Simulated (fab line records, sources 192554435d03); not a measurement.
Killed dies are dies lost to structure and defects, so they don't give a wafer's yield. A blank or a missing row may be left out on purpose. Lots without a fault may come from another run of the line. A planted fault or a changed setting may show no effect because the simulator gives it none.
Split-lot experiment | flow n5_finfet | 7 lots, 21 wafers read, on a route of 1938 steps

THE SPLIT
At N5_PASSIVATION_PASS_ETCH_47 (etches SiNx in CF4/O2, target depth 770 nm, time 385 s), the setting time_s was moved away from the recipe's 385 s on 4 of the 21 wafers read, by -20.8% to +12.3%. The other wafers ran this setting at the recipe's value.

The reading is taken at the split's own step.

THE READING
etch.depth_nm (the simulator's own value, which no gauge read), in nm, at N5_PASSIVATION_PASS_ETCH_47 (etches SiNx in CF4/O2, target depth 770 nm, time 385 s). The file gives no usual value for it. The 17 wafers here that ran the recipe average 782.3 nm, standard deviation 16 nm.

wafer  | tool, chamber at the split | time_s as run, s | against the recipe | etch.depth_nm, nm | against lot-mates on the recipe
L075.1 | rie_diel-01, 0             | 385              | recipe             | 777.7             | -
L075.4 | rie_diel-01, 1             | 385              | recipe             | 783.1             | -
L075.5 | rie_diel-01, 0             | 304.8            | -20.8%             | 610.8             | -169.6
L083.2 | rie_diel-02, 3             | 385              | recipe             | 760.5             | -
L083.4 | rie_diel-02, 2             | 385              | recipe             | 800.8             | -
L083.6 | rie_diel-02, 0             | 385              | recipe             | 753.3             | -
L082.1 | rie_diel-01, 0             | 385              | recipe             | 790.2             | -
L082.4 | rie_diel-01, 3             | 385              | recipe             | 754.4             | -
L082.5 | rie_diel-01, 0             | 385              | recipe             | 789.3             | -
L090.1 | rie_diel-06, 0             | 385              | recipe             | 787.3             | -
L090.3 | rie_diel-06, 1             | 306.1            | -20.5%             | 635               | -157.0
L090.6 | rie_diel-06, 1             | 385              | recipe             | 796.8             | -
L096.2 | rie_diel-01, 1             | 385              | recipe             | 793.8             | -
L096.4 | rie_diel-01, 2             | 385              | recipe             | 798.9             | -
L096.6 | rie_diel-01, 0             | 432.4            | +12.3%             | 876               | +79.7
L092.1 | rie_diel-02, 1             | 352.1            | -8.5%              | 712.9             | -66.6
L092.2 | rie_diel-02, 2             | 385              | recipe             | 803.8             | -
L092.4 | rie_diel-02, 0             | 385              | recipe             | 755.1             | -
L094.1 | rie_diel-06, 1             | 385              | recipe             | 788.3             | -
L094.2 | rie_diel-06, 0             | 385              | recipe             | 784.8             | -
L094.6 | rie_diel-06, 0             | 385              | recipe             | 781.1             | -

THE FIT
A straight line over all 21 wafers: etch.depth_nm changes by +7.72 nm for each +1% of time_s; r = +0.96; the points scatter about the line by 16 nm.
The same after taking each lot's own level away (the mean of its wafers on the recipe; 21 wafers): +7.65 nm for each +1%; r = +0.97; scatter 14 nm.
On that fit, the largest move of time_s shifts the reading by 1.6e+02 nm.
The lots' own levels span 771.53 to 796.35 nm, that is 1.5 times the standard deviation above.
So the lot-to-lot level changes the slope little: the two slopes agree.
Check: with one of the wafers moved furthest among these (-20.8%) left out of the fit, the line predicts -155 nm for it against its lot-mates. It came out at -170 nm against them.

THE WHOLE CHAIN: every reading that the file lists as answering this split, in the file's order
step                        | what it does                                           | reading                                                        | change (the file's fit)                                                       | r (the file's)
N5_PASSIVATION_PASS_ETCH_47 | etches SiNx in CF4/O2, target depth 770 nm, time 385 s | etch.depth_nm (the simulator's own value, which no gauge read) | +7.7 nm for each +1% of the setting                                           | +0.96
N5_PASSIVATION_PROBE_49     |                                                        | killed_at_other                                                | not straight: 1083 at the lowest setting, 4.4 at the recipe, 4 at the highest | not given

THE FILE'S OWN FIT
etch.depth_nm changes by +7.7 nm for each +1% of time_s, r = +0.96.
